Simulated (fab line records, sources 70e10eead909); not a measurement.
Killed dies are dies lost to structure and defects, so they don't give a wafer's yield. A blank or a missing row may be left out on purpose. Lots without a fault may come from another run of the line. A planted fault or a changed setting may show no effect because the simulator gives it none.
A struck lot beside a sound one | flow nand_harc | 13 steps out of a route of 1159
Sound: wafers L149.2, L149.3, L149.6. Struck: wafer L154.4. (L154.3, L154.5 of the same lot were not struck and are left out.) The cause comes at the end.
At each step with rows: each side's tool, then ch and its chambers, then its first start. Under that, the readings that differ: sound wafers | struck wafers | difference of the means | sigmas: that difference in standard deviations of wafers without a fault.
alike: readings whose means differ by less than 2 such deviations, and words and numbers that are the same on both sides. not compared: withheld readings, readings that some wafer has no value for, bounds like >300 that may hide the same value, and numbers for which the record gives no deviation and whose values overlap.
The two part at a step that has a row with sigmas, a row that says differs or no value, or rows on one side only. Numbers that don't overlap but have no deviation are shown without sigmas and don't part them. A reading that every wafer of one side lacks parts them only if that side has two wafers or more.

first, 1 step without rows for these wafers: NHARC_A_STAIRCASE_TRIM_16 (chemistry O2, time 211.2 s).
NHARC_A_STAIRCASE_ETCH_17: etches the open film in C4F8/O2, target depth 100 nm, time 40.5 s.
  sound on rie_diel-05 ch 2,3; struck on rie_diel-04 ch 3
  alike: chamber_pressure_mTorr, oes_product_au, rf_vpp_V
  not compared: rf_hours_counter_h
NHARC_A_STAIRCASE_TRIM_18: chemistry O2, time 211.2 s.
  sound on rie_diel-05 ch 0,2,3; struck on rie_diel-04 ch 0
  reading               | sound             | struck | difference | sigmas
  oes_product_au (a.u.) | 1.004 0.988 0.997 | 1.014  | +0.018     | +2
  alike: chamber_pressure_mTorr, drypump_motor_current_A, rf_vpp_V, showerhead_plenum_p_Torr, throttle_valve_pct
  not compared: rf_hours_counter_h
then, 1 step without rows for these wafers: NHARC_A_STAIRCASE_ETCH_19 (etches the open film in C4F8/O2, target depth 100 nm, time 40.5 s).
NHARC_A_STAIRCASE_TRIM_20: chemistry O2, time 211.2 s.
  sound on rie_diel-06 ch 0,2, day 11 12:35; struck on rie_diel-04 ch 0, day 13 00:38
  alike: chamber_pressure_mTorr, drypump_motor_current_A, oes_product_au, rf_vpp_V, showerhead_plenum_p_Torr, throttle_valve_pct
  not compared: rf_hours_counter_h
NHARC_A_STAIRCASE_ETCH_21: etches the open film in C4F8/O2, target depth 100 nm, time 40.5 s.
  sound on rie_diel-06 ch 1,2,3; struck on rie_diel-04 ch 1
  alike: chamber_pressure_mTorr, oes_product_au, rf_vpp_V
  not compared: rf_hours_counter_h
then, 3 steps without rows for these wafers: NHARC_A_STAIRCASE_TRIM_22 (chemistry O2, time 211.2 s); NHARC_A_STAIRCASE_ETCH_23 (etches the open film in C4F8/O2, target depth 100 nm, time 40.5 s); NHARC_A_STAIRCASE_TRIM_24 (chemistry O2, time 211.2 s).
NHARC_A_STAIRCASE_ETCH_25: etches the open film in C4F8/O2, target depth 100 nm, time 40.5 s.
  sound on rie_diel-06 ch 0,3; struck on rie_diel-06 ch 3
  alike: chamber_pressure_mTorr, oes_product_au, rf_vpp_V
  not compared: rf_hours_counter_h
then, 1 step without rows for these wafers: NHARC_A_STAIRCASE_TRIM_26 (chemistry O2, time 211.2 s).
NHARC_A_STAIRCASE_ETCH_27: etches the open film in C4F8/O2, target depth 100 nm, time 40.5 s.
  sound on rie_diel-06 ch 1,2, day 11 13:32; struck on rie_diel-05 ch 0, day 13 01:49
  reading                        | sound                | struck | difference | sigmas
  chamber_pressure_mTorr (mTorr) | 25.018 25.019 25.020 | 24.958 | -0.061     | -3
  oes_product_au (a.u.)          | 0.938 0.936 0.935    | 1.189  | +0.253     | +16
  alike: rf_vpp_V
  not compared: rf_hours_counter_h
-- the record jumps here: 9 days lie between the struck wafers' starts before and after (it left off in module A_STAIRCASE and takes up again in module END, whose first step shown is number 1159 of the route) --
NHARC_END_SORT_01:
  the record has rows for the struck wafers here (prober-02 ch 0, day 21 14:52) and none for the sound ones

WHERE THEY PART
First at NHARC_A_STAIRCASE_TRIM_18; last, within this record, at NHARC_END_SORT_01.

WHY: what the simulator had put in
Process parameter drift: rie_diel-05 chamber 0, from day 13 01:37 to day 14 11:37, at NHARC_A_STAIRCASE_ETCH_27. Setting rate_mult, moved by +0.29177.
